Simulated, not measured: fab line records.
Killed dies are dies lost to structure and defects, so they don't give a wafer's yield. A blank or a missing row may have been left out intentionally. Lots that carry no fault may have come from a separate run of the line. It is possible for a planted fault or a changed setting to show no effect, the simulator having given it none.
The tool behind it: which one? :: flow n5_finfet :: 24 lots with 72 wafers sampled at 3 steps, on a route of 1938 steps

WHAT EACH GAUGE READ, for each wafer
N5_BEOL_M1_CD_MEAS_35: target cd 18 nm, target cd y 21 nm.
lot: L074
measured: day 6 04:08
on: cd_sem-02
cd_nm (nm): 17.91 17.75 17.85

lot: L075
measured: day 6 19:13
on: cd_sem-01
cd_nm (nm): 17.46 17.88 17.92

lot: L077
measured: day 6 22:13
on: cd_sem-01
cd_nm (nm): 17.71 17.56 18.12

lot: L076
measured: day 7 09:28
on: cd_sem-03
cd_nm (nm): 18.32 18.46 18.08

lot: L078
measured: day 7 10:24
on: cd_sem-03
cd_nm (nm): 17.84 18.36 17.87

lot: L079
measured: day 7 14:26
on: cd_sem-03
cd_nm (nm): 17.80 18.02 18.09

lot: L080
measured: day 7 15:34
on: cd_sem-01
cd_nm (nm): 17.65 17.71 17.53

lot: L081
measured: day 8 19:47
on: cd_sem-03
cd_nm (nm): 17.86 17.86 18.02

lot: L084
measured: day 8 23:17
on: cd_sem-01
cd_nm (nm): 18.22 18.78 18.48

lot: L083
measured: day 9 04:17
on: cd_sem-01
cd_nm (nm): 17.79 17.92 17.84

lot: L082
measured: day 9 08:01
on: cd_sem-03
cd_nm (nm): 17.15 17.73 17.60

lot: L085
measured: day 9 11:36
on: cd_sem-01
cd_nm (nm): 18.13 18.41 17.93

lot: L086
measured: day 9 15:47
on: cd_sem-01
cd_nm (nm): 17.94 18.20 17.95

lot: L087
measured: day 9 18:59
on: cd_sem-03
cd_nm (nm): 18.02 17.76 18.09

lot: L088
measured: day 10 01:36
on: cd_sem-01
cd_nm (nm): 17.95 18.05 17.66

lot: L089
measured: day 10 05:21
on: cd_sem-03
cd_nm (nm): 18.04 18.50 18.20

lot: L090
measured: day 10 16:38
on: cd_sem-01
cd_nm (nm): 18.58 17.95 18.14

lot: L091
measured: day 11 07:11
on: cd_sem-03
cd_nm (nm): 18.24 17.68 18.25

lot: L092
measured: day 11 02:08
on: cd_sem-03
cd_nm (nm): 18.33 18.49 18.18

lot: L093
measured: day 11 07:34
on: cd_sem-02
cd_nm (nm): 17.76 17.68 17.99

lot: L094
measured: day 11 12:46
on: cd_sem-03
cd_nm (nm): 18.07 17.89 17.77

lot: L095
measured: day 12 00:55
on: cd_sem-01
cd_nm (nm): 17.77 17.97 17.57

lot: L096
measured: day 12 01:11
on: cd_sem-02
cd_nm (nm): 18.11 18.04 18.15

lot: L097
measured: day 12 06:11
on: cd_sem-03
cd_nm (nm): 18.28 18.14 18.12

WHAT TOOL EACH LOT RAN ON (gives the tool, then ch and the chambers of the sampled wafers, and finally the start)
lot: L074
N5_BEOL_M0_DEGAS_112: pvd_sputter-03, day 5 20:47
N5_BEOL_M0_ANNEAL_117: pvd_sputter-03, day 5 21:39

lot: L075
N5_BEOL_M0_DEGAS_112: pvd_sputter-02, day 6 08:56
N5_BEOL_M0_ANNEAL_117: pvd_sputter-01, day 6 09:37

lot: L077
N5_BEOL_M0_DEGAS_112: pvd_sputter-02, day 6 16:23
N5_BEOL_M0_ANNEAL_117: pvd_sputter-03, day 6 16:58

lot: L076
N5_BEOL_M0_DEGAS_112: pvd_sputter-01, day 6 16:25
N5_BEOL_M0_ANNEAL_117: pvd_sputter-01, day 6 18:31

lot: L078
N5_BEOL_M0_DEGAS_112: pvd_sputter-02, day 6 19:38
N5_BEOL_M0_ANNEAL_117: pvd_sputter-03, day 6 21:52

lot: L079
N5_BEOL_M0_DEGAS_112: pvd_sputter-01, day 7 00:41
N5_BEOL_M0_ANNEAL_117: pvd_sputter-01, day 7 01:18

lot: L080
N5_BEOL_M0_DEGAS_112: pvd_sputter-01, day 7 07:22
N5_BEOL_M0_ANNEAL_117: pvd_sputter-03, day 7 09:33

lot: L081
N5_BEOL_M0_DEGAS_112: pvd_sputter-03, day 8 05:29
N5_BEOL_M0_ANNEAL_117: pvd_sputter-02, day 8 06:06

lot: L084
N5_BEOL_M0_DEGAS_112: pvd_sputter-02, day 8 18:03
N5_BEOL_M0_ANNEAL_117: pvd_sputter-03, day 8 18:43

lot: L083
N5_BEOL_M0_DEGAS_112: pvd_sputter-02, day 8 20:39
N5_BEOL_M0_ANNEAL_117: pvd_sputter-02, day 8 21:25

lot: L082
N5_BEOL_M0_DEGAS_112: pvd_sputter-02, day 8 20:47
N5_BEOL_M0_ANNEAL_117: pvd_sputter-02, day 8 21:52

lot: L085
N5_BEOL_M0_DEGAS_112: pvd_sputter-03, day 9 02:39
N5_BEOL_M0_ANNEAL_117: pvd_sputter-02, day 9 03:17

lot: L086
N5_BEOL_M0_DEGAS_112: pvd_sputter-03, day 9 07:59
N5_BEOL_M0_ANNEAL_117: pvd_sputter-01, day 9 08:58

lot: L087
N5_BEOL_M0_DEGAS_112: pvd_sputter-02, day 9 13:41
N5_BEOL_M0_ANNEAL_117: pvd_sputter-01, day 9 14:52

lot: L088
N5_BEOL_M0_DEGAS_112: pvd_sputter-01, day 9 16:39
N5_BEOL_M0_ANNEAL_117: pvd_sputter-03, day 9 17:14

lot: L089
N5_BEOL_M0_DEGAS_112: pvd_sputter-02, day 9 22:50
N5_BEOL_M0_ANNEAL_117: pvd_sputter-02, day 9 23:57

lot: L090
N5_BEOL_M0_DEGAS_112: pvd_sputter-02, day 10 09:07
N5_BEOL_M0_ANNEAL_117: pvd_sputter-02, day 10 09:41

lot: L091
N5_BEOL_M0_DEGAS_112: pvd_sputter-01, day 10 17:13
N5_BEOL_M0_ANNEAL_117: pvd_sputter-01, day 10 17:53

lot: L092
N5_BEOL_M0_DEGAS_112: pvd_sputter-02, day 10 17:26
N5_BEOL_M0_ANNEAL_117: pvd_sputter-02, day 10 19:54

lot: L093
N5_BEOL_M0_DEGAS_112: pvd_sputter-01, day 10 21:50
N5_BEOL_M0_ANNEAL_117: pvd_sputter-01, day 11 00:37

lot: L094
N5_BEOL_M0_DEGAS_112: pvd_sputter-02, day 11 02:41
N5_BEOL_M0_ANNEAL_117: pvd_sputter-02, day 11 06:49

lot: L095
N5_BEOL_M0_DEGAS_112: pvd_sputter-03, day 11 07:38
N5_BEOL_M0_ANNEAL_117: pvd_sputter-01, day 11 09:51

lot: L096
N5_BEOL_M0_DEGAS_112: pvd_sputter-01, day 11 15:50
N5_BEOL_M0_ANNEAL_117: pvd_sputter-01, day 11 16:42

lot: L097
N5_BEOL_M0_DEGAS_112: pvd_sputter-02, day 11 19:05
N5_BEOL_M0_ANNEAL_117: pvd_sputter-01, day 11 19:49
- N5_BEOL_M0_DEGAS_112: time 60 s.
- N5_BEOL_M0_ANNEAL_117: time 60 s.

AS READ BY THE TOOLS THEMSELVES (means over the sampled wafers that have a number; for cases with no such wafer, the mark the record gives instead)
N5_BEOL_M0_DEGAS_112.
lot: L074
tool: pvd_sputter-03
heater_power_w (W): 310

lot: L075
tool: pvd_sputter-02
heater_power_w (W): 345

lot: L077
tool: pvd_sputter-02
heater_power_w (W): 327

lot: L076
tool: pvd_sputter-01
heater_power_w (W): 302

lot: L078
tool: pvd_sputter-02
heater_power_w (W): 337

lot: L079
tool: pvd_sputter-01
heater_power_w (W): 333

lot: L080
tool: pvd_sputter-01
heater_power_w (W): 306

lot: L081
tool: pvd_sputter-03
heater_power_w (W): 316

lot: L084
tool: pvd_sputter-02
heater_power_w (W): 347

lot: L083
tool: pvd_sputter-02
heater_power_w (W): 335

lot: L082
tool: pvd_sputter-02
heater_power_w (W): 339

lot: L085
tool: pvd_sputter-03
heater_power_w (W): 311

lot: L086
tool: pvd_sputter-03
heater_power_w (W): 313

lot: L087
tool: pvd_sputter-02
heater_power_w (W): 340

lot: L088
tool: pvd_sputter-01
heater_power_w (W): 314

lot: L089
tool: pvd_sputter-02
heater_power_w (W): 345

lot: L090
tool: pvd_sputter-02
heater_power_w (W): 333

lot: L091
tool: pvd_sputter-01
heater_power_w (W): 307

lot: L092
tool: pvd_sputter-02
heater_power_w (W): 343

lot: L093
tool: pvd_sputter-01
heater_power_w (W): 316

lot: L094
tool: pvd_sputter-02
heater_power_w (W): 343

lot: L095
tool: pvd_sputter-03
heater_power_w (W): 306

lot: L096
tool: pvd_sputter-01
heater_power_w (W): 329

lot: L097
tool: pvd_sputter-02
heater_power_w (W): 343

N5_BEOL_M0_ANNEAL_117.
lot: L074
tool: pvd_sputter-03
heater_power_w (W): 737

lot: L075
tool: pvd_sputter-01
heater_power_w (W): 757

lot: L077
tool: pvd_sputter-03
heater_power_w (W): 866

lot: L076
tool: pvd_sputter-01
heater_power_w (W): 727

lot: L078
tool: pvd_sputter-03
heater_power_w (W): 787

lot: L079
tool: pvd_sputter-01
heater_power_w (W): 795

lot: L080
tool: pvd_sputter-03
heater_power_w (W): 756

lot: L081
tool: pvd_sputter-02
heater_power_w (W): 858

lot: L084
tool: pvd_sputter-03
heater_power_w (W): 784

lot: L083
tool: pvd_sputter-02
heater_power_w (W): 867

lot: L082
tool: pvd_sputter-02
heater_power_w (W): 872

lot: L085
tool: pvd_sputter-02
heater_power_w (W): 849

lot: L086
tool: pvd_sputter-01
heater_power_w (W): 747

lot: L087
tool: pvd_sputter-01
heater_power_w (W): 745

lot: L088
tool: pvd_sputter-03
heater_power_w (W): 755

lot: L089
tool: pvd_sputter-02
heater_power_w (W): 840

lot: L090
tool: pvd_sputter-02
heater_power_w (W): 872

lot: L091
tool: pvd_sputter-01
heater_power_w (W): 748

lot: L092
tool: pvd_sputter-02
heater_power_w (W): 848

lot: L093
tool: pvd_sputter-01
heater_power_w (W): 763

lot: L094
tool: pvd_sputter-02
heater_power_w (W): 861

lot: L095
tool: pvd_sputter-01
heater_power_w (W): 779

lot: L096
tool: pvd_sputter-01
heater_power_w (W): 768

lot: L097
tool: pvd_sputter-01
heater_power_w (W): 825

THE ANSWER, worked out from the rows above alone
Rule: what is usual is taken from the lots themselves. The widest of any qualifying gaps counts: lots, ordered by their means at a reading, are off when they make up no more than a third of the lots, leave a main group of 4 or more, and stand apart from it by 3 or more times the standard deviation of that group's means. Not used: any main group whose means are identical at the precision the tables above print for the reading. Also off: a lot with no number at a reading for which 4 or more lots have one. Where the step has rows for the other lots, those lots are counted as sound. Order of review: gauges by route order, followed by the tools' own readings, for which a lot's mean as printed above is used. At the first step where some lot is off, the reading lying furthest off is the one used; lots without a number count as furthest.
No lot is off at any reading shown: from this, nothing can be told.

WHAT THE SIMULATOR PUT IN
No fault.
